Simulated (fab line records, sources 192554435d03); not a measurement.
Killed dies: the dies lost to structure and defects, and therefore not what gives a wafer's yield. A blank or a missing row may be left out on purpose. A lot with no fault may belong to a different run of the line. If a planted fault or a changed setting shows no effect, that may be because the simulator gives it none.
Chamber matching ; flow n5-finfet ; N5_BEOL_M13_ETCH_68 on rie-diel-02: 4 sister chambers
The step etches SOC in N2/H2, time 355 s. 14 wafers are shown with their chamber, then 7 later ones without.

== WAFERS, EACH WITH ITS CHAMBER ==
wafer;chamber;showerhead-plenum-p-Torr (Torr);drypump-motor-current-A (A);throttle-valve-pct (%)
L077.1;3;2.52;5.5;18.0
L077.5;2;2.44;5.5;17.6
L077.6;1;2.67;6.3;18.1
L080.1;0;2.59;5.4;17.4
L080.3;1;2.67;6.3;18.2
L080.5;2;2.44;5.5;17.6
L079.2;3;2.52;5.6;17.9
L079.3;1;2.67;6.3;18.2
L079.4;2;2.44;5.5;17.6
L089.1;2;2.43;5.5;17.7
L089.2;3;2.52;5.5;18.0
L089.3;1;2.66;6.4;18.2
L089.4;0;2.59;5.4;17.4
L089.5;2;2.43;5.5;17.7

SIGNATURES (averages over the wafers above)
reading;chamber 0;chamber 1;chamber 2;chamber 3;scatter within a chamber
showerhead-plenum-p-Torr;2.5900;2.6675;2.4360;2.5200;0.00442
drypump-motor-current-A;5.400;6.325;5.500;5.533;0.0376
throttle-valve-pct;17.400;18.175;17.640;17.967;0.0512
Rule: for each reading, subtract the chamber's mean from the wafer's reading, divide by that reading's scatter and square the result; add these up over the readings and take the root, which gives the wafer's distance from the chamber. If the next closest chamber is less than 2 further off than the closest, the wafer can't be placed; otherwise it belongs to the closest. How the scatter is found: for the shown wafers, subtract from each reading the mean of its chamber, square and add these, divide the total by (wafers less chambers), then take the root.

== WAFERS WITHOUT THEIR CHAMBER ==
wafer;showerhead-plenum-p-Torr (Torr);drypump-motor-current-A (A);throttle-valve-pct (%)
L089.6;2.66;6.3;18.2
L087.3;2.66;6.3;18.2
L087.4;2.52;5.5;18.0
L087.6;2.52;5.5;18.0
L096.1;2.51;5.5;18.0
L096.2;2.66;6.3;18.2
L096.5;2.51;5.5;18.0

== WHICH CHAMBER EACH ONE RAN IN ==
wafer;from the rows above;in truth
L089.6;1;1
L087.3;1;1
L087.4;3;3
L087.6;3;3
L096.1;3;3
L096.2;1;1
L096.5;3;3
Correct placement for 7 of the 7. Can't be placed from these rows: 0. Number placed wrongly: 0.
